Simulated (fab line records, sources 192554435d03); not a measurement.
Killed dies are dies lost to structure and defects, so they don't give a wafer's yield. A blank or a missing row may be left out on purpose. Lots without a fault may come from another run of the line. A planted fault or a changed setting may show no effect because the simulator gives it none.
Chamber matching | flow n5_finfet | N5_FIN_SAQP_ETCH_52 on rie_diel-03: 4 sister chambers
The step etches SOC in N2/H2, target depth 100 nm, overetch 20 nm, time 150 s. 8 wafers are shown with their chamber, then 8 later ones without.

WAFERS WITH THEIR CHAMBER
wafer  | chamber | drypump_motor_current_A (A) | throttle_valve_pct (%)
L080.2 | 3       | 5.5                         | 18.31
L083.1 | 2       | 5.4                         | 17.95
L083.2 | 3       | 5.4                         | 18.33
L083.4 | 0       | 5.8                         | 17.89
L088.1 | 1       | 6.3                         | 17.79
L088.5 | 0       | 5.8                         | 17.89
L088.6 | 1       | 6.3                         | 17.80
L089.3 | 2       | 5.3                         | 17.98

WAFERS WITHOUT THEIR CHAMBER
wafer  | drypump_motor_current_A (A) | throttle_valve_pct (%)
L089.4 | 5.8                         | 17.91
L089.6 | 6.3                         | 17.80
L090.2 | 5.4                         | 17.96
L090.4 | 5.8                         | 17.92
L090.5 | 6.3                         | 17.79
L094.2 | 5.8                         | 17.94
L094.3 | 5.3                         | 18.01
L094.5 | 5.4                         | 17.91

WHICH CHAMBER EACH WENT THROUGH
wafer  | from the rows above | in truth
L089.4 | 0                   | 0
L089.6 | 1                   | 1
L090.2 | 2                   | 2
L090.4 | 0                   | 0
L090.5 | 1                   | 1
L094.2 | 0                   | 0
L094.3 | 2                   | 2
L094.5 | 2                   | 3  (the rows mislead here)
Placed correctly: 7 of 8. Can't be placed from these rows: 0. Placed wrongly: 1.
How it was worked out, from the rows above alone: a wafer's distance from a chamber is the root of the sum, over the readings, of the square of ((its reading less the chamber's mean) divided by the reading's scatter). The wafer belongs to the nearest chamber; if the next one is less than 2 further off, it can't be placed. A chamber's mean is the mean of its shown wafers. The scatter: the root of (the sum of the squares of (reading less its chamber's mean) over the shown wafers, divided by (wafers less chambers)).
